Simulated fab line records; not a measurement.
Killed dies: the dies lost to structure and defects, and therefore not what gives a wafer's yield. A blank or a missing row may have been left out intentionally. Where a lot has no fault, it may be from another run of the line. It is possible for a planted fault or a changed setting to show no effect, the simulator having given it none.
Matching of chambers | flow n5-finfet | 4 sister chambers for N5_BEOL_M2_ETCH_77 on rie-diel-03
The step etches underlayer in N2/H2, target depth 6.5 nm, time 5.2 s. 8 wafers are shown with their chamber, then 7 later ones without.

WAFERS PAIRED WITH THEIR CHAMBERS
wafer  | chamber | drypump-motor-current-A (A) | showerhead-plenum-p-Torr (Torr)
L080.4 | 0       | 5.3                         | 2.47
L082.2 | 3       | 5.5                         | 2.33
L082.5 | 1       | 6.3                         | 2.61
L086.1 | 3       | 5.5                         | 2.33
L086.2 | 1       | 6.4                         | 2.60
L086.4 | 2       | 4.8                         | 2.51
L092.1 | 0       | 5.3                         | 2.46
L092.4 | 2       | 4.8                         | 2.50

WAFERS WITH NO CHAMBER GIVEN
wafer  | drypump-motor-current-A (A) | showerhead-plenum-p-Torr (Torr)
L092.5 | 4.8                         | 2.50
L095.2 | 5.5                         | 2.32
L095.3 | 4.8                         | 2.50
L095.4 | 5.3                         | 2.45
L097.2 | 4.8                         | 2.50
L097.3 | 5.5                         | 2.32
L097.4 | 5.5                         | 2.32

WHICH CHAMBER EACH ONE RAN IN
wafer  | from the rows above | in truth
L092.5 | 2                   | 2
L095.2 | 3                   | 3
L095.3 | 2                   | 2
L095.4 | 0                   | 0
L097.2 | 2                   | 2
L097.3 | 3                   | 3
L097.4 | 3                   | 3
Correctly placed: 7 of 7. Left unplaced by these rows: 0. Wrongly placed: 0.
How it was worked out, from the rows above alone: a wafer's distance from a chamber is the root of the sum, over the readings, of the square of ((its reading less the chamber's mean) divided by the reading's scatter). The wafer belongs to the nearest chamber; if the next one is less than 2 further off, it can't be placed. For every chamber, the mean is computed from those of its wafers that are shown. The scatter is the square root of a quotient: the sum, over the shown wafers, of each reading's squared deviation from its chamber's mean, divided by wafers minus chambers.
